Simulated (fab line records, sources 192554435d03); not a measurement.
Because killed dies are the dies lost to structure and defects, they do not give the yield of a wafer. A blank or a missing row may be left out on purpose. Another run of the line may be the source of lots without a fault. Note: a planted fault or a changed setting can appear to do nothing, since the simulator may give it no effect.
Which tool did it? || flow n5_finfet || 9 lots with 27 wafers sampled at 5 steps, on a route of 1938 steps

== WHAT THE GAUGES SHOWED, per wafer ==
N5_DUMMY_GATE_CD_MEAS_24: the cd target is 15 nm. Usual: cd_nm reads 15.0 nm (standard deviation 0.41).
{"lot": "L127", "measured": "day 4 07:30", "on": "cd_sem-03", "cd_nm (nm)": "15.4 15.1 14.3", "flag": ""}
{"lot": "L129", "measured": "day 4 18:13", "on": "cd_sem-01", "cd_nm (nm)": "15.3 15.3 15.0", "flag": ""}
{"lot": "L132", "measured": "day 5 13:34", "on": "cd_sem-03", "cd_nm (nm)": "14.0 15.2 14.1", "flag": ""}
{"lot": "L135", "measured": "day 6 07:10", "on": "cd_sem-03", "cd_nm (nm)": "14.7 14.9 14.0", "flag": ""}
{"lot": "L136", "measured": "day 6 13:02", "on": "cd_sem-01", "cd_nm (nm)": "15.4 15.3 14.9", "flag": ""}
{"lot": "L137", "measured": "day 6 17:27", "on": "cd_sem-03", "cd_nm (nm)": "15.3 15.5 14.9", "flag": ""}
{"lot": "L139", "measured": "day 7 06:40", "on": "cd_sem-03", "cd_nm (nm)": "15.3 15.6 14.9", "flag": ""}
{"lot": "L140", "measured": "day 7 10:55", "on": "cd_sem-01", "cd_nm (nm)": "15.7 14.8 15.1", "flag": ""}
{"lot": "L143", "measured": "day 8 04:07", "on": "cd_sem-01", "cd_nm (nm)": "15.5 15.6 15.2", "flag": ""}

N5_BEOL_M4_RC_MEAS_101. Usual: DIBL_N 36.3 mV/V, standard deviation 1.8; DIBL_P 36.5 mV/V, standard deviation 2.1; IOFF_N 0.16 nA/um, standard deviation 0.031; IOFF_P 0.22 nA/um, standard deviation 0.038; ION_N 677 uA/um, standard deviation 12; ION_P 466 uA/um, standard deviation 7.8; SS_N 71.5 mV/dec, standard deviation 0.61; SS_P 73.2 mV/dec, standard deviation 0.7; VT_N 249 mV, standard deviation 3; VT_P -248.9 mV, standard deviation 3.
{"lot": "L127", "measured": "day 10 15:43", "on": "prober-01", "DIBL_N (mV/V)": "38.0 38.9 37.6", "DIBL_P (mV/V)": "38.8 39.3 37.4", "IOFF_N (nA/um)": "0.20 0.21 0.17", "IOFF_P (nA/um)": "0.24 0.25 0.22", "ION_N (uA/um)": "697 705 679", "ION_P (uA/um)": "470 468 458", "SS_N (mV/dec)": "72.1 71.5 71.4", "SS_P (mV/dec)": "74.1 74.0 74.1", "VT_N (mV)": "246 246 249", "VT_P (mV)": "-249.7 -250.0 -252.2", "flag": ""}
{"lot": "L129", "measured": "day 10 01:01", "on": "prober-02", "DIBL_N (mV/V)": "35.5 34.6 39.3", "DIBL_P (mV/V)": "37.0 35.8 42.0", "IOFF_N (nA/um)": "0.17 0.15 0.28", "IOFF_P (nA/um)": "0.27 0.24 0.38", "ION_N (uA/um)": "689 687 708", "ION_P (uA/um)": "478 480 488", "SS_N (mV/dec)": "71.1 71.0 72.2", "SS_P (mV/dec)": "73.5 72.2 73.6", "VT_N (mV)": "246 249 238", "VT_P (mV)": "-243.1 -246.4 -240.6", "flag": ""}
{"lot": "L132", "measured": "day 10 20:47", "on": "prober-01", "DIBL_N (mV/V)": "39.5 37.6 40.1", "DIBL_P (mV/V)": "38.0 36.5 38.6", "IOFF_N (nA/um)": "0.17 0.16 0.18", "IOFF_P (nA/um)": "0.22 0.22 0.23", "ION_N (uA/um)": "673 673 686", "ION_P (uA/um)": "458 468 466", "SS_N (mV/dec)": "72.5 71.8 72.8", "SS_P (mV/dec)": "74.0 72.9 74.0", "VT_N (mV)": "249 250 250", "VT_P (mV)": "-249.8 -250.6 -247.5", "flag": ""}
{"lot": "L135", "measured": "day 11 23:54", "on": "prober-01", "DIBL_N (mV/V)": "37.1 38.7 38.9", "DIBL_P (mV/V)": "35.6 37.7 38.3", "IOFF_N (nA/um)": "0.15 0.19 0.18", "IOFF_P (nA/um)": "0.21 0.25 0.27", "ION_N (uA/um)": "672 687 679", "ION_P (uA/um)": "465 471 467", "SS_N (mV/dec)": "72.3 72.5 72.9", "SS_P (mV/dec)": "73.7 73.8 73.5", "VT_N (mV)": "253 250 250", "VT_P (mV)": "-248.6 -247.8 -247.4", "flag": ""}
{"lot": "L136", "measured": "day 12 03:03", "on": "prober-02", "DIBL_N (mV/V)": "36.2 35.5 39.4", "DIBL_P (mV/V)": "36.2 36.1 40.5", "IOFF_N (nA/um)": "0.15 0.15 0.21", "IOFF_P (nA/um)": "0.23 0.22 0.32", "ION_N (uA/um)": "666 679 687", "ION_P (uA/um)": "464 474 479", "SS_N (mV/dec)": "71.3 71.7 71.9", "SS_P (mV/dec)": "73.1 73.5 73.8", "VT_N (mV)": "252 247 244", "VT_P (mV)": "-248.3 -250.4 -243.2", "flag": ""}
{"lot": "L137", "measured": "day 12 14:08", "on": "prober-02", "DIBL_N (mV/V)": "35.1 34.8 37.0", "DIBL_P (mV/V)": "36.2 35.9 38.6", "IOFF_N (nA/um)": "0.16 0.16 0.20", "IOFF_P (nA/um)": "0.21 0.21 0.26", "ION_N (uA/um)": "657 670 687", "ION_P (uA/um)": "455 459 471", "SS_N (mV/dec)": "71.8 70.6 71.7", "SS_P (mV/dec)": "73.9 72.9 72.8", "VT_N (mV)": "251 250 246", "VT_P (mV)": "-250.5 -249.4 -247.5", "flag": ""}
{"lot": "L139", "measured": "day 12 17:38", "on": "prober-01", "DIBL_N (mV/V)": "35.2 35.4 36.0", "DIBL_P (mV/V)": "34.0 34.4 35.0", "IOFF_N (nA/um)": "0.14 0.14 0.16", "IOFF_P (nA/um)": "0.20 0.20 0.22", "ION_N (uA/um)": "668 670 685", "ION_P (uA/um)": "466 470 478", "SS_N (mV/dec)": "71.4 70.9 71.8", "SS_P (mV/dec)": "72.5 72.0 72.4", "VT_N (mV)": "251 250 248", "VT_P (mV)": "-248.6 -248.9 -248.1", "flag": ""}
{"lot": "L140", "measured": "day 12 17:35", "on": "prober-02", "DIBL_N (mV/V)": "34.9 37.3 34.2", "DIBL_P (mV/V)": "35.1 38.4 34.0", "IOFF_N (nA/um)": "0.15 0.20 0.14", "IOFF_P (nA/um)": "0.21 0.25 0.18", "ION_N (uA/um)": "681 686 664", "ION_P (uA/um)": "469 470 462", "SS_N (mV/dec)": "71.1 71.6 71.3", "SS_P (mV/dec)": "72.8 73.8 72.1", "VT_N (mV)": "247 247 251", "VT_P (mV)": "-249.8 -248.2 -254.4", "flag": ""}
{"lot": "L143", "measured": "day 13 19:41", "on": "prober-02", "DIBL_N (mV/V)": "32.2 32.5 33.8", "DIBL_P (mV/V)": "32.2 32.5 33.8", "IOFF_N (nA/um)": "0.10 0.11 0.12", "IOFF_P (nA/um)": "0.15 0.15 0.17", "ION_N (uA/um)": "641 671 650", "ION_P (uA/um)": "449 462 453", "SS_N (mV/dec)": "70.8 70.4 70.7", "SS_P (mV/dec)": "72.1 72.4 72.5", "VT_N (mV)": "256 255 253", "VT_P (mV)": "-254.0 -252.8 -252.0", "flag": ""}

== EACH LOT AND THE TOOL THAT RAN IT (in order: tool; ch and the chambers of the sampled wafers; start) ==
{"lot": "L127", "N5_DUMMY_GATE_DESCUM_20": "rie_diel-03 ch 0,1,3, day 4 06:38", "N5_DUMMY_GATE_ETCH_23": "rie_si-02 ch 1,2,3, day 4 07:20", "N5_DUMMY_GATE_ETCH_42": "rie_diel-04 ch 0,1,2, day 4 07:32"}
{"lot": "L129", "N5_DUMMY_GATE_DESCUM_20": "rie_diel-06 ch 0,3, day 4 17:08", "N5_DUMMY_GATE_ETCH_23": "rie_si-05 ch 2,3, day 4 18:02", "N5_DUMMY_GATE_ETCH_42": "rie_diel-04 ch 2,3, day 4 18:15"}
{"lot": "L132", "N5_DUMMY_GATE_DESCUM_20": "rie_diel-03 ch 1,3, day 5 12:37", "N5_DUMMY_GATE_ETCH_23": "rie_si-02 ch 1,3, day 5 13:24", "N5_DUMMY_GATE_ETCH_42": "rie_diel-04 ch 1,2, day 5 13:38"}
{"lot": "L135", "N5_DUMMY_GATE_DESCUM_20": "rie_diel-06 ch 0,2,3, day 6 06:18", "N5_DUMMY_GATE_ETCH_23": "rie_si-04 ch 0,1,3, day 6 07:00", "N5_DUMMY_GATE_ETCH_42": "rie_diel-03 ch 1,3, day 6 07:19"}
{"lot": "L136", "N5_DUMMY_GATE_DESCUM_20": "rie_diel-03 ch 0,1,3, day 6 12:10", "N5_DUMMY_GATE_ETCH_23": "rie_si-02 ch 0,2,3, day 6 12:52", "N5_DUMMY_GATE_ETCH_42": "rie_diel-04 ch 2,3, day 6 13:05"}
{"lot": "L137", "N5_DUMMY_GATE_DESCUM_20": "rie_diel-04 ch 0,3, day 6 16:31", "N5_DUMMY_GATE_ETCH_23": "rie_si-05 ch 1,3, day 6 17:17", "N5_DUMMY_GATE_ETCH_42": "rie_diel-06 ch 0,1,2, day 6 17:30"}
{"lot": "L139", "N5_DUMMY_GATE_DESCUM_20": "rie_diel-04 ch 0,1, day 7 05:47", "N5_DUMMY_GATE_ETCH_23": "rie_si-05 ch 0,1, day 7 06:29", "N5_DUMMY_GATE_ETCH_42": "rie_diel-04 ch 0,3, day 7 06:43"}
{"lot": "L140", "N5_DUMMY_GATE_DESCUM_20": "rie_diel-04 ch 0,3, day 7 09:56", "N5_DUMMY_GATE_ETCH_23": "rie_si-02 ch 1,2,3, day 7 10:44", "N5_DUMMY_GATE_ETCH_42": "rie_diel-04 ch 1,2, day 7 10:57"}
{"lot": "L143", "N5_DUMMY_GATE_DESCUM_20": "rie_diel-03 ch 0,2, day 8 03:14", "N5_DUMMY_GATE_ETCH_23": "rie_si-05 ch 0,3, day 8 03:56", "N5_DUMMY_GATE_ETCH_42": "rie_diel-06 ch 0,3, day 8 04:22"}
- N5_DUMMY_GATE_DESCUM_20: chemistry O2, time 6.2 s.
- N5_DUMMY_GATE_ETCH_23: etches poly-Si in HBr/Cl2/O2, target depth 41 nm, time 22.3 s.
- N5_DUMMY_GATE_ETCH_42: etches SiO2 in CHF3/O2, target depth 3.5 nm, time 31 s.

== AS READ BY THE TOOLS THEMSELVES (means over the sampled wafers that have a number; for cases with no such wafer, the mark the record gives instead) ==
N5_DUMMY_GATE_DESCUM_20. Usual: drypump_motor_current_A 5.9 A, standard deviation 0.37; oes_product_au 0.75 a.u., standard deviation 0.06; rf_vpp_V 243.7 V, standard deviation 1.1; showerhead_plenum_p_Torr 2.13 Torr, standard deviation 0.052; throttle_valve_pct 20.50 %, standard deviation 0.26.
{"lot": "L127", "tool": "rie_diel-03", "drypump_motor_current_A (A)": 6.1, "oes_product_au (a.u.)": 0.72, "rf_vpp_V (V)": 244.0, "showerhead_plenum_p_Torr (Torr)": 2.17, "throttle_valve_pct (%)": 20.54, "flag": ""}
{"lot": "L129", "tool": "rie_diel-06", "drypump_motor_current_A (A)": 5.7, "oes_product_au (a.u.)": 0.73, "rf_vpp_V (V)": 242.1, "showerhead_plenum_p_Torr (Torr)": 2.02, "throttle_valve_pct (%)": 20.68, "flag": ""}
{"lot": "L132", "tool": "rie_diel-03", "drypump_motor_current_A (A)": 6.1, "oes_product_au (a.u.)": 0.70, "rf_vpp_V (V)": 244.1, "showerhead_plenum_p_Torr (Torr)": 2.16, "throttle_valve_pct (%)": 20.39, "flag": ""}
{"lot": "L135", "tool": "rie_diel-06", "drypump_motor_current_A (A)": 5.6, "oes_product_au (a.u.)": 0.75, "rf_vpp_V (V)": 242.6, "showerhead_plenum_p_Torr (Torr)": 2.04, "throttle_valve_pct (%)": 20.61, "flag": ""}
{"lot": "L136", "tool": "rie_diel-03", "drypump_motor_current_A (A)": 6.1, "oes_product_au (a.u.)": 0.70, "rf_vpp_V (V)": 244.2, "showerhead_plenum_p_Torr (Torr)": 2.16, "throttle_valve_pct (%)": 20.56, "flag": ""}
{"lot": "L137", "tool": "rie_diel-04", "drypump_motor_current_A (A)": 5.6, "oes_product_au (a.u.)": 0.79, "rf_vpp_V (V)": 243.9, "showerhead_plenum_p_Torr (Torr)": 2.16, "throttle_valve_pct (%)": 20.48, "flag": ""}
{"lot": "L139", "tool": "rie_diel-04", "drypump_motor_current_A (A)": 6.2, "oes_product_au (a.u.)": 0.80, "rf_vpp_V (V)": 244.8, "showerhead_plenum_p_Torr (Torr)": 2.16, "throttle_valve_pct (%)": 20.21, "flag": ""}
{"lot": "L140", "tool": "rie_diel-04", "drypump_motor_current_A (A)": 5.8, "oes_product_au (a.u.)": 0.83, "rf_vpp_V (V)": 243.3, "showerhead_plenum_p_Torr (Torr)": 2.14, "throttle_valve_pct (%)": 20.25, "flag": ""}
{"lot": "L143", "tool": "rie_diel-03", "drypump_motor_current_A (A)": 5.9, "oes_product_au (a.u.)": 0.79, "rf_vpp_V (V)": 242.8, "showerhead_plenum_p_Torr (Torr)": 2.09, "throttle_valve_pct (%)": 20.52, "flag": ""}

N5_DUMMY_GATE_ETCH_23. Usual: O2_flow_sccm 12.00 sccm, standard deviation 0.035; bias_w 102.0 W, standard deviation 0.3; drypump_motor_current_A 5.8 A, standard deviation 0.38; he_backside_leak_sccm 2.78 sccm, standard deviation 0.25; oes_product_au 0.997 a.u., standard deviation 0.018; throttle_valve_pct 37.32 %, standard deviation 0.29.
{"lot": "L127", "tool": "rie_si-02", "O2_flow_sccm (sccm)": 12.00, "bias_w (W)": 102.3, "drypump_motor_current_A (A)": 5.8, "he_backside_leak_sccm (sccm)": 2.67, "oes_product_au (a.u.)": 0.993, "throttle_valve_pct (%)": 37.25, "flag": ""}
{"lot": "L129", "tool": "rie_si-05", "O2_flow_sccm (sccm)": 11.97, "bias_w (W)": 102.0, "drypump_motor_current_A (A)": 6.3, "he_backside_leak_sccm (sccm)": 2.89, "oes_product_au (a.u.)": 0.994, "throttle_valve_pct (%)": 37.37, "flag": ""}
{"lot": "L132", "tool": "rie_si-02", "O2_flow_sccm (sccm)": 12.00, "bias_w (W)": 101.8, "drypump_motor_current_A (A)": 6.0, "he_backside_leak_sccm (sccm)": 3.23, "oes_product_au (a.u.)": 0.999, "throttle_valve_pct (%)": 37.52, "flag": ""}
{"lot": "L135", "tool": "rie_si-04", "O2_flow_sccm (sccm)": 12.02, "bias_w (W)": 102.2, "drypump_motor_current_A (A)": 5.5, "he_backside_leak_sccm (sccm)": 2.82, "oes_product_au (a.u.)": 0.995, "throttle_valve_pct (%)": 37.11, "flag": ""}
{"lot": "L136", "tool": "rie_si-02", "O2_flow_sccm (sccm)": 11.97, "bias_w (W)": 102.1, "drypump_motor_current_A (A)": 5.9, "he_backside_leak_sccm (sccm)": 2.75, "oes_product_au (a.u.)": 1.005, "throttle_valve_pct (%)": 37.20, "flag": ""}
{"lot": "L137", "tool": "rie_si-05", "O2_flow_sccm (sccm)": 12.00, "bias_w (W)": 102.6, "drypump_motor_current_A (A)": 6.0, "he_backside_leak_sccm (sccm)": 3.05, "oes_product_au (a.u.)": 1.005, "throttle_valve_pct (%)": 37.25, "flag": ""}
{"lot": "L139", "tool": "rie_si-05", "O2_flow_sccm (sccm)": 11.98, "bias_w (W)": 101.9, "drypump_motor_current_A (A)": 5.7, "he_backside_leak_sccm (sccm)": 2.90, "oes_product_au (a.u.)": 1.026, "throttle_valve_pct (%)": 37.36, "flag": ""}
{"lot": "L140", "tool": "rie_si-02", "O2_flow_sccm (sccm)": 12.01, "bias_w (W)": 101.8, "drypump_motor_current_A (A)": 5.8, "he_backside_leak_sccm (sccm)": 2.67, "oes_product_au (a.u.)": 0.991, "throttle_valve_pct (%)": 37.25, "flag": ""}
{"lot": "L143", "tool": "rie_si-05", "O2_flow_sccm (sccm)": 12.00, "bias_w (W)": 101.7, "drypump_motor_current_A (A)": 6.0, "he_backside_leak_sccm (sccm)": 2.75, "oes_product_au (a.u.)": 0.984, "throttle_valve_pct (%)": 37.22, "flag": ""}

N5_DUMMY_GATE_ETCH_42. Usual: O2_flow_sccm 5.000 sccm, standard deviation 0.014; bias_w 12.00 W, standard deviation 0.037; drypump_motor_current_A 5.9 A, standard deviation 0.41; oes_product_au 0.75 a.u., standard deviation 0.059; rf_vpp_V 42.5 V, standard deviation 1; showerhead_plenum_p_Torr 2.45 Torr, standard deviation 0.064; throttle_valve_pct 18.89 %, standard deviation 0.26.
{"lot": "L127", "tool": "rie_diel-04", "O2_flow_sccm (sccm)": 5.002, "bias_w (W)": 12.02, "drypump_motor_current_A (A)": 6.3, "oes_product_au (a.u.)": 0.79, "rf_vpp_V (V)": 42.8, "showerhead_plenum_p_Torr (Torr)": 2.49, "throttle_valve_pct (%)": 18.71, "flag": ""}
{"lot": "L129", "tool": "rie_diel-04", "O2_flow_sccm (sccm)": 5.001, "bias_w (W)": 11.99, "drypump_motor_current_A (A)": 5.7, "oes_product_au (a.u.)": 0.74, "rf_vpp_V (V)": 42.5, "showerhead_plenum_p_Torr (Torr)": 2.49, "throttle_valve_pct (%)": 19.06, "flag": ""}
{"lot": "L132", "tool": "rie_diel-04", "O2_flow_sccm (sccm)": 4.997, "bias_w (W)": 12.02, "drypump_motor_current_A (A)": 6.4, "oes_product_au (a.u.)": 0.72, "rf_vpp_V (V)": 42.7, "showerhead_plenum_p_Torr (Torr)": 2.49, "throttle_valve_pct (%)": 18.98, "flag": ""}
{"lot": "L135", "tool": "rie_diel-03", "O2_flow_sccm (sccm)": 5.004, "bias_w (W)": 12.00, "drypump_motor_current_A (A)": 6.2, "oes_product_au (a.u.)": 0.68, "rf_vpp_V (V)": 42.2, "showerhead_plenum_p_Torr (Torr)": 2.47, "throttle_valve_pct (%)": 18.77, "flag": ""}
{"lot": "L136", "tool": "rie_diel-04", "O2_flow_sccm (sccm)": 4.987, "bias_w (W)": 12.67, "drypump_motor_current_A (A)": 5.7, "oes_product_au (a.u.)": 0.74, "rf_vpp_V (V)": 44.2, "showerhead_plenum_p_Torr (Torr)": 2.49, "throttle_valve_pct (%)": 19.08, "flag": "OFF"}
{"lot": "L137", "tool": "rie_diel-06", "O2_flow_sccm (sccm)": 5.007, "bias_w (W)": 12.00, "drypump_motor_current_A (A)": 5.4, "oes_product_au (a.u.)": 0.76, "rf_vpp_V (V)": 43.1, "showerhead_plenum_p_Torr (Torr)": 2.39, "throttle_valve_pct (%)": 18.94, "flag": ""}
{"lot": "L139", "tool": "rie_diel-04", "O2_flow_sccm (sccm)": 4.999, "bias_w (W)": 12.61, "drypump_motor_current_A (A)": 5.9, "oes_product_au (a.u.)": 0.83, "rf_vpp_V (V)": 44.1, "showerhead_plenum_p_Torr (Torr)": 2.46, "throttle_valve_pct (%)": 18.55, "flag": "OFF"}
{"lot": "L140", "tool": "rie_diel-04", "O2_flow_sccm (sccm)": 5.011, "bias_w (W)": 12.63, "drypump_motor_current_A (A)": 6.4, "oes_product_au (a.u.)": 0.74, "rf_vpp_V (V)": 44.1, "showerhead_plenum_p_Torr (Torr)": 2.52, "throttle_valve_pct (%)": 18.94, "flag": "OFF"}
{"lot": "L143", "tool": "rie_diel-06", "O2_flow_sccm (sccm)": 4.987, "bias_w (W)": 12.02, "drypump_motor_current_A (A)": 5.8, "oes_product_au (a.u.)": 0.71, "rf_vpp_V (V)": 42.1, "showerhead_plenum_p_Torr (Torr)": 2.33, "throttle_valve_pct (%)": 19.14, "flag": ""}

== THE ANSWER, worked out from the rows above alone ==
Rule: a lot is off if the mean of its wafers that have a number lies more than 3 standard deviations from the usual mean. Also off: a lot with no number at a reading for which 4 or more lots have one. The other lots that the step has rows for count as sound. After the gauges, taken in route order, come the tools' own readings; for these a lot's mean is taken, as printed above. At the first step where some lot is off, the reading lying furthest off is the one used; lots without a number count as furthest.
Off, at N5_DUMMY_GATE_ETCH_42 on bias_w: L136, L139, L140.
If a tool, at that step or one of the process steps before it, ran each lot that is off and ran no sound lot following the first of them, it fits. One fits: rie_diel-04 at N5_DUMMY_GATE_ETCH_42. A fault onset in the window from L132 (day 5 13:38, its last sound lot) to L136 (day 6 13:05, its first lot off) fits.
The tool's own readings at N5_DUMMY_GATE_ETCH_42 bear it out: on the lots that are off they differ by more than 5 times the standard deviation of the sound lots' means. bias_w reads 12.64 W there against 12.01 W on the sound lots.

== WHAT THE SIMULATOR HAD INSERTED ==
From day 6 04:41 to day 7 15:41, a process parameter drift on rie_diel-04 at N5_DUMMY_GATE_ETCH_42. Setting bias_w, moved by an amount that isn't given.
Lots struck among those shown: L136, L139, L140. The rule above reached the same finding.
